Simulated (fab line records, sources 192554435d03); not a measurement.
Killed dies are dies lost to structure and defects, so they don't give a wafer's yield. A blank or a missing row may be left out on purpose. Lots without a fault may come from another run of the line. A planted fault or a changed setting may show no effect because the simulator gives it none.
Which tool did it? | flow n5_finfet | 24 lots, 72 wafers sampled, at 4 steps of a route of 1938

WHAT THE GAUGES READ, wafer by wafer
N5_BEOL_M2_RS_MEAS_58: measures by four-point-probe. Usual: M2_RS 0.67 ohm/sq, standard deviation 0.034.
lot  | measured     | on            | M2_RS (ohm/sq) | flag
L074 | day 7 08:35  | film_metro-02 | 0.66 0.71 0.63 |
L075 | day 7 18:30  | film_metro-02 | 0.68 0.66 0.72 |
L076 | day 7 19:49  | film_metro-02 | 0.68 0.69 0.70 |
L078 | day 8 01:37  | film_metro-02 | 0.65 0.67 0.65 |
L079 | day 8 08:50  | film_metro-02 | 0.69 0.66 0.75 |
L077 | day 8 13:55  | film_metro-01 | 0.62 0.61 0.66 |
L080 | day 8 17:26  | film_metro-01 | 0.68 0.61 0.61 |
L081 | day 8 22:04  | film_metro-01 | 0.68 0.66 0.74 |
L082 | day 9 14:25  | film_metro-01 | 0.63 0.65 0.65 |
L083 | day 9 18:40  | film_metro-01 | 0.69 0.63 0.66 |
L084 | day 9 21:47  | film_metro-02 | 0.65 0.65 0.66 |
L085 | day 10 00:32 | film_metro-01 | 0.73 0.71 0.64 |
L086 | day 10 08:32 | film_metro-01 | 0.66 0.70 0.69 |
L087 | day 10 14:26 | film_metro-01 | 0.73 0.65 0.68 |
L088 | day 10 21:17 | film_metro-01 | 0.67 0.64 0.68 |
L089 | day 11 00:04 | film_metro-01 | 0.67 0.62 0.64 |
L090 | day 11 08:47 | film_metro-01 | 0.69 0.64 0.64 |
L091 | day 11 13:49 | film_metro-02 | 0.66 0.66 0.66 |
L092 | day 12 02:43 | film_metro-01 | 0.70 0.66 0.69 |
L094 | day 12 08:36 | film_metro-02 | 0.70 0.66 0.71 |
L093 | day 12 11:41 | film_metro-02 | 0.66 0.67 0.68 |
L095 | day 12 16:02 | film_metro-01 | 0.68 0.68 0.73 |
L096 | day 12 16:23 | film_metro-01 | 0.68 0.70 0.68 |
L097 | day 12 23:12 | film_metro-01 | 0.66 0.69 0.68 |

N5_BEOL_M3_CD_MEAS_11: target cd 17.05 nm. Usual: cd_nm 17.14 nm, standard deviation 0.24.
lot  | measured     | on        | cd_nm (nm)        | flag
L074 | day 7 11:17  | cd_sem-03 | 17.18 16.92 17.32 |
L075 | day 7 20:58  | cd_sem-02 | 17.06 16.73 16.81 |
L076 | day 7 21:14  | cd_sem-02 | 17.20 17.09 17.74 |
L078 | day 8 04:26  | cd_sem-02 | 17.44 17.18 17.33 |
L079 | day 8 10:47  | cd_sem-02 | 17.08 17.25 16.84 |
L077 | day 8 14:56  | cd_sem-03 | 17.28 17.03 16.99 |
L080 | day 8 18:43  | cd_sem-02 | 16.84 17.07 16.92 |
L081 | day 9 00:32  | cd_sem-01 | 17.23 17.10 17.29 |
L082 | day 9 15:07  | cd_sem-03 | 16.92 16.87 16.92 |
L083 | day 9 21:22  | cd_sem-03 | 17.20 16.91 17.04 |
L084 | day 10 00:22 | cd_sem-01 | 17.58 17.58 17.69 |
L085 | day 10 01:37 | cd_sem-01 | 16.92 17.05 16.95 |
L086 | day 10 11:05 | cd_sem-02 | 17.43 17.52 17.34 |
L087 | day 10 17:52 | cd_sem-03 | 17.02 16.91 17.38 |
L088 | day 10 23:56 | cd_sem-02 | 17.16 16.98 17.21 |
L089 | day 11 04:00 | cd_sem-02 | 17.19 16.66 16.75 |
L090 | day 11 09:31 | cd_sem-01 | 17.38 17.22 17.07 |
L091 | day 11 15:01 | cd_sem-02 | 16.96 17.07 17.06 |
L092 | day 12 04:04 | cd_sem-02 | 17.23 17.29 17.06 |
L094 | day 12 12:05 | cd_sem-02 | 17.08 17.50 17.49 |
L093 | day 12 12:46 | cd_sem-01 | 17.27 17.39 16.75 |
L095 | day 12 16:39 | cd_sem-02 | 17.49 17.20 17.05 |
L096 | day 12 19:07 | cd_sem-02 | 17.05 17.19 17.15 |
L097 | day 13 02:41 | cd_sem-02 | 17.06 16.88 16.91 |

N5_BEOL_M3_CD_MEAS_18: pitch 36 nm, target cd 18 nm. Usual: cd_nm 18.1 nm, standard deviation 0.35.
lot  | measured     | on        | cd_nm (nm)     | flag
L074 | day 7 11:57  | cd_sem-01 | 18.0 17.6 17.8 |
L075 | day 7 21:37  | cd_sem-01 | 17.9 18.0 18.0 |
L076 | day 7 21:47  | cd_sem-03 | 18.1 18.0 18.7 |
L078 | day 8 05:14  | cd_sem-03 | 18.3 18.4 18.2 |
L079 | day 8 11:20  | cd_sem-03 | 17.7 18.1 17.7 |
L077 | day 8 15:29  | cd_sem-03 | 17.7 17.7 18.2 |
L080 | day 8 19:20  | cd_sem-01 | 18.7 17.5 18.1 |
L081 | day 9 01:09  | cd_sem-02 | 17.9 18.7 18.9 |
L082 | day 9 15:40  | cd_sem-02 | 17.3 18.0 17.5 |
L083 | day 9 22:03  | cd_sem-03 | 17.9 17.5 17.5 |
L084 | day 10 01:04 | cd_sem-03 | 18.3 18.6 17.6 |
L085 | day 10 02:10 | cd_sem-01 | 18.2 18.0 17.8 |
L086 | day 10 11:41 | cd_sem-01 | 18.1 18.4 18.4 |
L087 | day 10 18:27 | cd_sem-03 | 18.4 18.4 17.8 |
L088 | day 11 00:29 | cd_sem-01 | 18.2 18.1 18.3 |
L089 | day 11 04:49 | cd_sem-03 | 17.6 18.0 17.3 |
L090 | day 11 10:25 | cd_sem-01 | 18.0 18.4 18.4 |
L091 | day 11 15:35 | cd_sem-03 | 17.6 18.6 18.2 |
L092 | day 12 04:58 | cd_sem-02 | 18.1 18.6 18.4 |
L094 | day 12 12:40 | cd_sem-02 | 18.1 18.2 18.2 |
L093 | day 12 13:21 | cd_sem-02 | 18.3 17.6 18.2 |
L095 | day 12 17:22 | cd_sem-01 | 18.5 18.5 17.8 |
L096 | day 12 20:17 | cd_sem-02 | 18.5 18.1 18.5 |
L097 | day 13 03:14 | cd_sem-03 | 18.3 17.5 17.9 |

WHICH TOOL RAN EACH LOT (tool, then ch and the chambers of the sampled wafers, then the start)
lot  | N5_BEOL_M3_ETCH_64
L074 | rie_diel-06 ch 1,3, day 7 11:35
L075 | rie_diel-01 ch 0,1,2, day 7 21:10
L076 | rie_diel-01 ch 0,1,2, day 7 21:26
L078 | rie_diel-01 ch 2,3, day 8 04:49
L079 | rie_diel-02 ch 0,1, day 8 10:59
L077 | rie_diel-02 ch 0,1,3, day 8 15:08
L080 | rie_diel-01 ch 0,1,2, day 8 18:58
L081 | rie_diel-01 ch 0,2,3, day 9 00:44
L082 | rie_diel-02 ch 1,2, day 9 15:19
L083 | rie_diel-01 ch 1,2,3, day 9 21:42
L084 | rie_diel-06 ch 1,2,3, day 10 00:36
L085 | rie_diel-02 ch 2,3, day 10 01:49
L086 | rie_diel-02 ch 1,2,3, day 10 11:18
L087 | rie_diel-01 ch 0,2, day 10 18:04
L088 | rie_diel-01 ch 0,2, day 11 00:09
L089 | rie_diel-02 ch 2,3, day 11 04:12
L090 | rie_diel-06 ch 2,3, day 11 09:55
L091 | rie_diel-02 ch 0,1,2, day 11 15:14
L092 | rie_diel-02 ch 0,1, day 12 04:31
L094 | rie_diel-01 ch 0,2, day 12 12:17
L093 | rie_diel-06 ch 1,2, day 12 12:58
L095 | rie_diel-01 ch 0,1,2, day 12 16:54
L096 | rie_diel-06 ch 0,1,2, day 12 19:52
L097 | rie_diel-01 ch 0,1,3, day 13 02:53
- N5_BEOL_M3_ETCH_64: etches SOC in N2/H2, target depth 75 nm, overetch 15 nm, time 112.5 s.

WHAT THE TOOLS THEMSELVES READ (means of the sampled wafers that have a number; where no wafer has one, the mark that the record gives instead)
N5_BEOL_M3_ETCH_64. Usual: chamber_pressure_mTorr 30.000 mTorr, standard deviation 0.027; drypump_motor_current_A 5.8 A, standard deviation 0.42; oes_product_au 0.63 a.u., standard deviation 0.065; rf_vpp_V 523.2 V, standard deviation 1.9; showerhead_plenum_p_Torr 2.51 Torr, standard deviation 0.067; throttle_valve_pct 17.81 %, standard deviation 0.3.
lot  | tool        | chamber_pressure_mTorr (mTorr) | drypump_motor_current_A (A) | oes_product_au (a.u.) | rf_vpp_V (V) | showerhead_plenum_p_Torr (Torr) | throttle_valve_pct (%) | flag
L074 | rie_diel-06 | 30.001                         | 5.4                         | 0.59                  | 524.7        | 2.58                            | 17.63                  |
L075 | rie_diel-01 | 30.013                         | 5.9                         | 0.66                  | 522.7        | 2.49                            | 17.62                  |
L076 | rie_diel-01 | 29.975                         | 5.8                         | 0.66                  | 521.8        | 2.49                            | 17.62                  |
L078 | rie_diel-01 | 29.996                         | 6.0                         | 0.61                  | 522.9        | 2.52                            | 17.94                  |
L079 | rie_diel-02 | 29.997                         | 5.5                         | 0.59                  | 522.2        | 2.50                            | 18.20                  |
L077 | rie_diel-02 | 30.024                         | 5.7                         | 0.63                  | 523.9        | 2.52                            | 18.01                  |
L080 | rie_diel-01 | 29.983                         | 5.9                         | 0.65                  | 522.6        | 2.48                            | 17.64                  |
L081 | rie_diel-01 | 30.010                         | 6.1                         | 0.65                  | 522.4        | 2.49                            | 17.69                  |
L082 | rie_diel-02 | 30.029                         | 5.9                         | 0.57                  | 524.6        | 2.59                            | 18.17                  |
L083 | rie_diel-01 | 29.998                         | 5.9                         | 0.60                  | 521.9        | 2.47                            | 17.77                  |
L084 | rie_diel-06 | 30.012                         | 5.6                         | 0.57                  | 524.7        | 2.56                            | 17.89                  |
L085 | rie_diel-02 | 29.988                         | 6.2                         | 0.62                  | 525.0        | 2.59                            | 17.97                  |
L086 | rie_diel-02 | 30.005                         | 6.0                         | 0.67                  | 524.2        | 2.57                            | 18.01                  |
L087 | rie_diel-01 | 30.008                         | 6.2                         | 0.68                  | 522.9        | 2.50                            | 17.58                  |
L088 | rie_diel-01 | 30.019                         | 6.1                         | 0.64                  | 523.4        | 2.52                            | 17.84                  |
L089 | rie_diel-02 | 29.969                         | 6.1                         | 0.59                  | 526.6        | 2.61                            | 18.02                  |
L090 | rie_diel-06 | 30.018                         | 5.9                         | 0.56                  | 524.0        | 2.54                            | 18.13                  |
L091 | rie_diel-02 | 30.004                         | 5.6                         | 0.66                  | 524.0        | 2.53                            | 17.96                  |
L092 | rie_diel-02 | 30.008                         | 5.3                         | 0.69                  | 523.3        | 2.47                            | 17.87                  |
L094 | rie_diel-01 | 30.014                         | 6.0                         | 0.63                  | 522.6        | 2.52                            | 17.86                  |
L093 | rie_diel-06 | 29.984                         | 6.0                         | 0.56                  | 522.3        | 2.51                            | 17.92                  |
L095 | rie_diel-01 | 29.987                         | 5.9                         | 0.62                  | 522.3        | 2.47                            | 17.69                  |
L096 | rie_diel-06 | 30.002                         | 5.8                         | 0.60                  | 523.0        | 2.50                            | 17.78                  |
L097 | rie_diel-01 | 30.027                         | 6.0                         | 0.62                  | 520.5        | 2.43                            | 17.56                  |

THE ANSWER, worked out from the rows above alone
Rule: a lot is off if the mean of its wafers that have a number lies more than 3 standard deviations from the usual mean. A lot without any number at a reading at which 4 lots or more have one is off too. The other lots that the step has rows for count as sound. The gauges are gone through in route order, then the tools' own readings, and for those a lot's mean is taken as printed above. The first step at which some lot is off is used, and at that step the reading that is off furthest; a lot without a number counts as furthest.
No lot is off at any reading shown: from this, nothing can be told.

WHAT THE SIMULATOR HAD PUT IN
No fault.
